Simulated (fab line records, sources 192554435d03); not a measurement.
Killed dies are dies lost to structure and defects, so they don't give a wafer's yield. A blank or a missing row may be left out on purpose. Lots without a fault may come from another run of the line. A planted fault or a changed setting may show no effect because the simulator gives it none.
Which tool did it? | flow n5_finfet | 9 lots, 27 wafers sampled, at 5 steps of a route of 1938

WHAT THE GAUGES READ, wafer by wafer
N5_BEOL_M3_OVL_MEAS_12. Usual: M3_OVL 0.2 nm, standard deviation 0.64.
lot  | measured     | on         | M3_OVL (nm)    | flag
L525 | day 7 03:14  | overlay-01 | 1.1 0.5 0.2    |
L524 | day 7 11:34  | overlay-01 | 0.8 1.3 1.0    |
L526 | day 7 19:55  | overlay-02 | 1.6 1.4 0.5    |
L528 | day 8 14:38  | overlay-02 | 1.0 1.2 0.8    |
L535 | day 10 12:11 | overlay-02 | 0.5 1.1 -0.6   |
L538 | day 10 22:49 | overlay-01 | -0.6 -0.1 -0.3 |
L537 | day 11 08:23 | overlay-01 | -0.5 0.0 0.0   |
L540 | day 11 15:11 | overlay-01 | -0.5 -0.1 -0.5 |
L545 | day 13 10:35 | overlay-02 | -0.1 0.6 0.9   |

N5_BEOL_M4_RC_MEAS_101. Usual: DIBL_N 36.2 mV/V, standard deviation 1.2; DIBL_P 36.3 mV/V, standard deviation 1.3; IOFF_N 0.155 nA/um, standard deviation 0.019; IOFF_P 0.210 nA/um, standard deviation 0.029; ION_N 677 uA/um, standard deviation 8.6; ION_P 465 uA/um, standard deviation 6.8; SS_N 71.4 mV/dec, standard deviation 0.48; SS_P 73.2 mV/dec, standard deviation 0.53; VT_N 249.9 mV, standard deviation 2.4; VT_P -250 mV, standard deviation 3.2.
lot  | measured     | on        | DIBL_N (mV/V)  | DIBL_P (mV/V)  | IOFF_N (nA/um)    | IOFF_P (nA/um)    | ION_N (uA/um) | ION_P (uA/um) | SS_N (mV/dec)  | SS_P (mV/dec)  | VT_N (mV)         | VT_P (mV)      | flag
L525 | day 7 20:34  | prober-02 | 35.9 35.5 35.7 | 36.3 36.4 36.2 | 0.161 0.155 0.155 | 0.233 0.227 0.229 | 680 690 681   | 471 476 472   | 71.5 70.4 70.8 | 73.6 72.9 73.7 | 247.7 246.8 246.7 | -247 -247 -248 |
L524 | day 8 08:42  | prober-01 | 35.3 36.7 34.3 | 36.5 38.1 35.1 | 0.138 0.162 0.116 | 0.190 0.215 0.163 | 682 675 674   | 470 464 460   | 70.8 72.0 70.3 | 73.2 73.5 72.9 | 250.0 250.2 257.5 | -251 -249 -254 |
L526 | day 8 20:08  | prober-01 | 34.5 34.6 34.0 | 35.1 34.9 34.1 | 0.138 0.140 0.121 | 0.196 0.194 0.177 | 682 670 664   | 470 465 456   | 70.4 70.7 70.3 | 73.4 72.7 72.9 | 250.0 251.1 253.0 | -249 -251 -254 |
L528 | day 9 14:22  | prober-02 | 37.6 37.2 36.1 | 37.0 36.6 35.7 | 0.164 0.149 0.144 | 0.198 0.181 0.183 | 679 673 674   | 458 457 465   | 71.6 71.4 71.0 | 73.7 74.1 73.3 | 248.7 252.1 251.6 | -252 -253 -251 |
L535 | day 11 21:41 | prober-01 | 35.9 34.9 37.9 | 36.1 34.8 38.3 | 0.138 0.127 0.181 | 0.197 0.173 0.234 | 662 664 681   | 462 461 466   | 71.7 71.5 72.2 | 73.6 72.1 73.4 | 251.8 252.5 248.7 | -250 -252 -250 |
L538 | day 12 01:39 | prober-01 | 37.0 36.3 36.7 | 37.8 37.1 37.1 | 0.187 0.175 0.172 | 0.269 0.266 0.257 | 680 696 686   | 469 479 478   | 71.5 71.9 71.8 | 74.1 73.7 73.1 | 245.6 247.8 245.8 | -244 -247 -246 |
L537 | day 12 09:59 | prober-02 | 35.4 34.9 35.6 | 37.3 36.4 37.5 | 0.158 0.147 0.172 | 0.225 0.215 0.238 | 674 675 680   | 462 469 472   | 71.5 71.8 70.5 | 74.0 73.4 73.7 | 251.2 249.0 248.5 | -249 -249 -246 |
L540 | day 13 04:23 | prober-02 | 38.3 38.5 37.0 | 36.4 36.8 35.2 | 0.164 0.166 0.143 | 0.178 0.186 0.159 | 679 676 678   | 460 451 459   | 70.9 71.7 71.3 | 73.2 73.6 72.5 | 250.1 251.8 249.1 | -255 -254 -256 |
L545 | day 14 17:31 | prober-02 | 36.7 36.6 37.7 | 36.1 35.9 38.0 | 0.170 0.166 0.184 | 0.206 0.199 0.240 | 676 676 690   | 466 461 471   | 71.5 70.6 72.1 | 73.0 73.5 73.9 | 247.0 250.3 245.6 | -251 -252 -249 |

WHICH TOOL RAN EACH LOT (tool, then ch and the chambers of the sampled wafers, then the start)
lot  | N5_BEOL_M2_CO_CAP_55             | N5_BEOL_M3_ETCH_63                 | N5_BEOL_M3_COAT_67
L525 | cvd_co-01 ch 0,1,2, day 7 02:17  | rie_diel-05 ch 0,1,2, day 7 03:23  | litho_track-03 ch 0, day 7 03:50
L524 | cvd_co-02 ch 0,1,2, day 7 08:02  | rie_diel-06 ch 0,2,3, day 7 11:45  | litho_track-05 ch 0, day 7 12:11
L526 | cvd_co-02 ch 0,1,2, day 7 16:31  | rie_diel-06 ch 0,2,3, day 7 20:43  | litho_track-05 ch 0, day 7 21:15
L528 | cvd_co-01 ch 1,2, day 8 13:23    | rie_diel-03 ch 1,2,3, day 8 14:46  | litho_track-05 ch 0, day 8 15:11
L535 | cvd_co-01 ch 0,1,2, day 10 09:41 | rie_diel-05 ch 0,1,3, day 10 12:23 | litho_track-05 ch 0, day 10 12:49
L538 | cvd_co-01 ch 0,1, day 10 18:50   | rie_diel-06 ch 1,2,3, day 10 23:01 | litho_track-03 ch 0, day 10 23:26
L537 | cvd_co-02 ch 0,2, day 11 02:35   | rie_diel-05 ch 1,3, day 11 08:31   | litho_track-05 ch 0, day 11 08:56
L540 | cvd_co-02 ch 0,1, day 11 13:35   | rie_diel-03 ch 0,1,3, day 11 15:20 | litho_track-02 ch 0, day 11 15:46
L545 | cvd_co-02 ch 0,1,2, day 13 09:32 | rie_diel-03 ch 0,1,2, day 13 10:42 | litho_track-03 ch 0, day 13 11:07
- N5_BEOL_M2_CO_CAP_55: material Co, precursor CCTBA/H2, target thk 2 nm, time 102.1 s.
- N5_BEOL_M3_ETCH_63: etches SiARC in CF4, target depth 15.6 nm, time 26 s.
- N5_BEOL_M3_COAT_67: time 60 s, resist thk 60 nm.

WHAT THE TOOLS THEMSELVES READ (means of the sampled wafers that have a number; where no wafer has one, the mark that the record gives instead)
N5_BEOL_M2_CO_CAP_55. Usual: heater_power_outer_w 121 W, standard deviation 16; heater_power_w 239 W, standard deviation 20.
lot  | tool      | heater_power_outer_w (W) | heater_power_w (W) | flag
L525 | cvd_co-01 | 121                      | 235                |
L524 | cvd_co-02 | 121                      | 235                |
L526 | cvd_co-02 | 120                      | 237                |
L528 | cvd_co-01 | 106                      | 223                |
L535 | cvd_co-01 | 123                      | 242                |
L538 | cvd_co-01 | 134                      | 261                |
L537 | cvd_co-02 | 124                      | 243                |
L540 | cvd_co-02 | 115                      | 226                |
L545 | cvd_co-02 | 119                      | 238                |

N5_BEOL_M3_ETCH_63. Usual: chamber_pressure_mTorr 40.00 mTorr, standard deviation 0.035; drypump_motor_current_A 5.4 A, standard deviation 0.44; etch_rf_on_time_s 26.0 s, standard deviation 0.44; mfc_ar_sccm 100.0 sccm, standard deviation 0.31; oes_product_au 0.67 a.u., standard deviation 0.064; rf_vpp_V 184.1 V, standard deviation 1; showerhead_plenum_p_Torr 2.14 Torr, standard deviation 0.04; throttle_valve_pct 15.59 %, standard deviation 0.26.
lot  | tool        | chamber_pressure_mTorr (mTorr) | drypump_motor_current_A (A) | etch_rf_on_time_s (s) | mfc_ar_sccm (sccm) | oes_product_au (a.u.) | rf_vpp_V (V) | showerhead_plenum_p_Torr (Torr) | throttle_valve_pct (%) | flag
L525 | rie_diel-05 | 40.00                          | 5.2                         | 26.1                  | 100.1              | 0.68                  | 183.5        | 2.13                            | 15.70                  |
L524 | rie_diel-06 | 40.01                          | 5.4                         | 26.2                  | 100.1              | 0.64                  | 184.2        | 2.13                            | 15.81                  |
L526 | rie_diel-06 | 39.98                          | 5.5                         | 26.1                  | 99.9               | 0.63                  | 184.1        | 2.13                            | 15.82                  |
L528 | rie_diel-03 | 40.01                          | 5.4                         | 25.9                  | 100.2              | 0.65                  | 184.2        | 2.17                            | 15.57                  |
L535 | rie_diel-05 | 39.98                          | 5.1                         | 26.1                  | 100.1              | 0.65                  | 183.5        | 2.12                            | 15.57                  |
L538 | rie_diel-06 | 39.99                          | 5.6                         | 25.6                  | 99.5               | 0.75                  | 183.8        | 2.17                            | 15.52                  |
L537 | rie_diel-05 | 40.03                          | 5.1                         | 26.2                  | 100.0              | 0.70                  | 183.4        | 2.10                            | 15.38                  |
L540 | rie_diel-03 | 40.00                          | 5.6                         | 25.6                  | 100.0              | 0.69                  | 183.5        | 2.13                            | 15.54                  |
L545 | rie_diel-03 | 39.98                          | 5.7                         | 25.9                  | 100.2              | 0.67                  | 183.3        | 2.15                            | 15.43                  |

N5_BEOL_M3_COAT_67. Usual: heater_power_total_W 500.2 W, standard deviation 1.9; plate_temp_C 249.97 C, standard deviation 0.19; resist_line_temp_C 22.98 C, standard deviation 0.11.
lot  | tool           | heater_power_total_W (W) | plate_temp_C (C) | resist_line_temp_C (C) | flag
L525 | litho_track-03 | 498.9                    | 249.72           | 23.05                  |
L524 | litho_track-05 | 501.8                    | 250.02           | 23.01                  |
L526 | litho_track-05 | 499.7                    | 249.98           | 23.03                  |
L528 | litho_track-05 | 498.1                    | 249.72           | 22.99                  |
L535 | litho_track-05 | 480.6                    | 242.29           | 23.01                  | OFF
L538 | litho_track-03 | 500.9                    | 250.12           | 22.99                  |
L537 | litho_track-05 | 482.9                    | 242.09           | 23.11                  | OFF
L540 | litho_track-02 | 500.1                    | 250.17           | 22.99                  |
L545 | litho_track-03 | 499.1                    | 249.92           | 22.83                  |

THE ANSWER, worked out from the rows above alone
Rule: a lot is off if the mean of its wafers that have a number lies more than 3 standard deviations from the usual mean. A lot without any number at a reading at which 4 lots or more have one is off too. The other lots that the step has rows for count as sound. The gauges are gone through in route order, then the tools' own readings, and for those a lot's mean is taken as printed above. The first step at which some lot is off is used, and at that step the reading that is off furthest; a lot without a number counts as furthest.
Off: L535, L537, at N5_BEOL_M3_COAT_67 (plate_temp_C).
A tool fits if, at that step or a process step before it, it ran every lot that is off, and no sound lot after the first of them. Can't be told from this: 2 tools fit, rie_diel-05 at N5_BEOL_M3_ETCH_63, litho_track-05 at N5_BEOL_M3_COAT_67.

WHAT THE SIMULATOR HAD PUT IN
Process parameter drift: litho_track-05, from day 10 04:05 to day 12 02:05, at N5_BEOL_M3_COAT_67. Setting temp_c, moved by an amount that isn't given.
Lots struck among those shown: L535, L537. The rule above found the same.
